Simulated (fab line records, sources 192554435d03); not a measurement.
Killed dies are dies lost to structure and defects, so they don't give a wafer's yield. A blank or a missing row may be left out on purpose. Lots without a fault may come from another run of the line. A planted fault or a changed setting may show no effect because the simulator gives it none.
Chamber matching | flow n5_finfet | N5_BEOL_M6_STRIP_19 on rie_diel-04: 4 sister chambers
The step strips in O2. 14 wafers are shown with their chamber, then 7 later ones without.

WAFERS WITH THEIR CHAMBER
wafer  | chamber | drypump_motor_current_A (A) | showerhead_plenum_p_Torr (Torr) | throttle_valve_pct (%)
L077.4 | 3       | 6.3                         | 2.17                            | 16.87
L077.5 | 2       | 5.5                         | 2.08                            | 16.91
L077.6 | 1       | 5.3                         | 2.02                            | 16.64
L078.1 | 0       | 4.8                         | 2.14                            | 16.68
L078.2 | 2       | 5.5                         | 2.08                            | 16.90
L078.6 | 2       | 5.5                         | 2.08                            | 16.91
L084.2 | 0       | 4.8                         | 2.14                            | 16.70
L084.3 | 1       | 5.3                         | 2.01                            | 16.70
L084.6 | 1       | 5.3                         | 2.01                            | 16.69
L087.3 | 0       | 4.8                         | 2.13                            | 16.71
L087.5 | 0       | 4.8                         | 2.13                            | 16.73
L087.6 | 3       | 6.3                         | 2.16                            | 16.47
L085.1 | 0       | 4.8                         | 2.13                            | 16.70
L085.3 | 1       | 5.2                         | 2.01                            | 16.70

SIGNATURES (means of the wafers above)
reading                  | chamber 0 | chamber 1 | chamber 2 | chamber 3 | scatter within a chamber
drypump_motor_current_A  | 4.800     | 5.275     | 5.500     | 6.300     | 0.0274
showerhead_plenum_p_Torr | 2.1340    | 2.0125    | 2.0800    | 2.1650    | 0.00495
throttle_valve_pct       | 16.7040   | 16.6825   | 16.9067   | 16.6700   | 0.0916
Rule: a wafer's distance from a chamber is the root of the sum, over the readings, of the square of ((its reading less the chamber's mean) divided by the reading's scatter). The wafer belongs to the nearest chamber; if the next one is less than 2 further off, it can't be placed. The scatter: the root of (the sum of the squares of (reading less its chamber's mean) over the shown wafers, divided by (wafers less chambers)).

WAFERS WITHOUT THEIR CHAMBER
wafer  | drypump_motor_current_A (A) | showerhead_plenum_p_Torr (Torr) | throttle_valve_pct (%)
L085.4 | 6.2                         | 2.16                            | 16.44
L094.2 | 4.8                         | 2.13                            | 16.73
L094.3 | 6.3                         | 2.16                            | 16.47
L094.5 | 5.3                         | 2.01                            | 16.71
L097.1 | 4.8                         | 2.13                            | 16.77
L097.4 | 6.3                         | 2.16                            | 16.48
L097.5 | 5.3                         | 2.00                            | 16.76

WHICH CHAMBER EACH WENT THROUGH
wafer  | from the rows above | in truth
L085.4 | 3                   | 3
L094.2 | 0                   | 0
L094.3 | 3                   | 3
L094.5 | 1                   | 1
L097.1 | 0                   | 0
L097.4 | 3                   | 3
L097.5 | 1                   | 1
Placed correctly: 7 of 7. Can't be placed from these rows: 0. Placed wrongly: 0.
